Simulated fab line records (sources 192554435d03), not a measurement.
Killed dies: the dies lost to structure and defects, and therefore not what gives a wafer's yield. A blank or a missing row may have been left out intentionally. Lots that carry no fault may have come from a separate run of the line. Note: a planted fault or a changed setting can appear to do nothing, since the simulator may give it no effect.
8D (eight disciplines) problem report, filled in by code / flow n5-finfet / the parts of the form that need people (team, actions taken, sign-off) are left out

== 1. WHAT WENT WRONG ==
run-length-s at N5_BEOL_M3_COAT_61 reads a mean of 61.12 s on 3 wafers of 2 lots; wafers without a fault read 66.46 s with a standard deviation of 0.1. Measured from the usual mean, that is -53 standard deviations.
The step: time 60 s, resist thk 60 nm.
First seen on wafer L985.3, day 8 17:53, on litho-track-05. At this step, 30 wafers from 10 lots have a number in the record. Rule for "out" (also "out of limits"): further than 4 standard deviations from the usual mean. The rest of the wafers with a number are treated as sound.

== 2. WHAT IT IS AND WHAT IT IS NOT ==
question=which readings at this step | is=run-length-s, heater-power-total-W | is not=-
question=which lots | is=L985, L990 | is not=L101, L102, L979, L980, L981, L991, L996, L998
question=which wafers of those lots | is=L985.3, L985.5, L990.3 | is not=L985.4, L990.2, L990.4
question=read on which tools | is=litho-track-05 | is not=litho-track-02, litho-track-04
question=when | is=from day 8 17:53 | is not=up to then (10 sound wafers); but 17 sound wafers of L101, L102, L990, L991, L996, L998 came after

== 3. THE SUSPECTS, EACH WITH WHAT RULES IT OUT ==
Counting: a tool at a process step up to the reading stays a suspect if it ran every lot that is out. Sound lots after the first of them don't rule it out here, since some wafers of a struck lot are sound.
- pvd-sputter-01 at N5_BEOL_M2_ANNEAL_91 (time 240 s): kept. It processed each lot that is out (first: L985, day 8 15:11); up to then, its last sound lot is L981 (day 7 11:36).
- litho-track-05 at N5_BEOL_M3_COAT_61 (time 60 s, resist thk 60 nm): kept. It processed each lot that is out (first: L985, day 8 17:53); up to then, its last sound lot is L979 (day 6 19:05). Its own heater-power-total-W, run-length-s readings are out on those wafers.
Left after counting: pvd-sputter-01 at N5_BEOL_M2_ANNEAL_91, litho-track-05 at N5_BEOL_M3_COAT_61.

== 4. THE CAUSE (what the simulator had put in) ==
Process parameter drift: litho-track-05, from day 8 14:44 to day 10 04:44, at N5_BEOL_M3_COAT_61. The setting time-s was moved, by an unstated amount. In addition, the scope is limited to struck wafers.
After counting, 2 suspects remain, this tool included.

== 5. THE CHAIN OF EFFECTS, in route order ==
Rows list readings where the struck wafers' mean (over those with a number) sits beyond 3 standard deviations from the usual. Only readings whose record carries a usual standard deviation are examined. hours: median over the lots of the time between each lot's start at the first step of this table that gives one and its start at this step. sigmas: the change, counted in usual standard deviations.
hours=0; step=N5_BEOL_M3_COAT_61; reading=heater-power-total-W; usual=500.4 W; on struck wafers=525.7; change=+25.3; sigmas=+14
hours=0; step=N5_BEOL_M3_COAT_61; reading=run-length-s; usual=66.46 s; on struck wafers=61.12; change=-5.34; sigmas=-53
It contains these process steps:
- N5_BEOL_M3_COAT_61: time 60 s, resist thk 60 nm.
Later steps that measure or inspect, where all struck wafers having a row at the step show a number for every such reading and not one has moved that far: N5_BEOL_M4_RC_MEAS_101.

== 6. WHAT WOULD HAVE CAUGHT IT SOONER ==
The fault began at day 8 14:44; the first out-of-limits reading in this record came at day 8 17:53, 3 hours later.
